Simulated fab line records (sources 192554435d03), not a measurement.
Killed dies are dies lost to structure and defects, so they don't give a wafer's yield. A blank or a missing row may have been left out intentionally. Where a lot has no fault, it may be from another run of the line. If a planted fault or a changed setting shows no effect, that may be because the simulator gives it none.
A lot that was struck, set against a sound lot :: flow n5Finfet :: 37 out of 1938 route steps
Sound: these wafers, L626.3, L626.5, L626.6. Wafers L624.4, L624.5, L624.6 were the ones struck. At the end, the cause is stated.
Order at every step that has rows: each side's tool, ch and its chambers, its first start. Under that, the readings that differ: sound wafers :: struck wafers :: difference of the means :: sigmas: that difference in standard deviations of wafers without a fault.
alike: same words and numbers on both sides, and readings whose means sit less than 2 such deviations apart. not compared: any withheld reading, any reading some wafer has no value for, any bound like >300 that may hide the same value, and any number with overlapping values for which the record gives no deviation.
The two part at a step that has a row with sigmas, a row that says differs or no value, or rows on one side only. Non-overlapping numbers with no deviation appear without sigmas and do not part them. A reading missing from all wafers of one side parts the sides only when that side holds two or more wafers.

first, 10 steps without rows for these wafers: N5_MOL_CONTACT_COAG_SIL_ANNEAL_21 (time 60 s); N5_MOL_CONTACT_COAG_PRE_CLEAN_141 (time 60 s); N5_MOL_CONTACT_COAG_SPUTTER_143 (material Co, target thk 2.5 nm); N5_MOL_CONTACT_COAG_CO_FILL_22 (material Co, precursor CCTBA/H2, target thk 20 nm); N5_MOL_CONTACT_COAG_ANNEAL_113 (time 300 s); N5_MOL_CONTACT_COAG_PRE_CLEAN_142 (time 60 s); N5_MOL_CONTACT_COAG_SPUTTER_130 (material Co, target thk 47.5 nm); N5_MOL_CONTACT_COAG_PRECLEAN_125 (cleans in DIW, time 57.5 s); N5_MOL_CONTACT_COAG_SRD_126 (dry time 32 s); N5_MOL_CONTACT_COAG_CMP_23 (polishes, stops on SiO2, t overpolish 1.5 s, target thk 0 nm).
N5_MOL_CONTACT_COAG_WET_ETCH_26: target Co, target depth 13 nm.
  sound on wetBench-03 ch 0,6,7, day 7 11:15; struck on wetBench-06 ch 0,4,5, day 6 21:31
then, 25 steps without rows for these wafers: N5_MOL_CONTACT_COAG_WET_ETCH_116 (etches the open film in SC1-inhibited, target depth 4.6 nm, rinse time 30 s); N5_MOL_CONTACT_COAG_ALD_27 (deposits SiOC, target thk 17 nm, pulse time 1.5 s, time 2720 s); N5_MOL_CONTACT_COAG_CMP_28 (polishes, stops on SiNx, t overpolish 0.85 s, target thk 14.522 nm); N5_MOL_CONTACT_COAG_ALD_123 (deposits SiNx, target thk 5 nm, pulse time 1 s, purge time 2 s); N5_MOL_CONTACT_COAG_PECVD_31 (deposits SiO2 from TEOS/O2, target thk 46 nm, time 8.9 s); N5_MOL_CONTACT_COAG_COAT_75 (time 60 s, resist thk 60 nm); N5_MOL_CONTACT_COAG_COAT_76 (time 60 s, resist thk 10 nm); N5_MOL_CONTACT_COAG_COAT_77 (time 60 s, resist thk 10 nm); N5_MOL_CONTACT_COAG_COAT_78 (resist thk 40 nm); N5_MOL_CONTACT_COAG_EBR_80; N5_MOL_CONTACT_COAG_SOFTBAKE_79 (time 60 s); N5_MOL_CONTACT_COAG_EXPOSE_81 (exposes mask VG, defocus 0 nm); N5_MOL_CONTACT_COAG_PEB_82 (peb time 60 s); N5_MOL_CONTACT_COAG_DEVELOP_83 (develop time 30 s); N5_MOL_CONTACT_COAG_DESCUM_88 (chemistry O2, time 7 s); N5_MOL_CONTACT_COAG_ETCH_89 (etches underlayer in N2/H2, target depth 13 nm, time 10.4 s); N5_MOL_CONTACT_COAG_ETCH_90 (etches SiARC in CF4, target depth 13 nm, time 21.7 s); N5_MOL_CONTACT_COAG_ALD_131 (deposits SiO2, target thk 5 nm, pulse time 1 s, co reactant pulse time 1 s); N5_MOL_CONTACT_COAG_ETCHBACK_132 (etches SiO2 in CHF3, target depth 10 nm, time 6.7 s); N5_MOL_CONTACT_COAG_ETCH_91 (etches SOC in N2/H2, target depth 60 nm, overetch 21 nm, time 101.2 s); N5_MOL_CONTACT_COAG_STRIP_92 (strips in N2/H2); N5_MOL_CONTACT_COAG_STRIP_93 (strips in N2/H2); N5_MOL_CONTACT_COAG_ETCHBACK_135 (etches SiO2 in CHF3, target depth 25 nm, time 16.7 s); N5_MOL_CONTACT_COAG_STRIP_118 (strips in CHF3); N5_MOL_CONTACT_COAG_VIA_ETCH_46 (etches SiO2 in C4F6/O2, target depth 46 nm, overetch 9.2 nm, time 40 s).
-- the record jumps here: 7 days lie between the struck wafers' starts before and after (it left off in module MOL_CONTACT_COAG and takes up again in module PASSIVATION, whose first step shown is number 1936 of the route) --
N5_PASSIVATION_PROBE_49:
  record: rows for the struck wafers here (prober-01, day 14 04:13), none for the sound ones

WHERE THEY PART
At N5_PASSIVATION_PROBE_49 and nowhere else, as far as this record goes.

WHY: what had been put in by the simulator
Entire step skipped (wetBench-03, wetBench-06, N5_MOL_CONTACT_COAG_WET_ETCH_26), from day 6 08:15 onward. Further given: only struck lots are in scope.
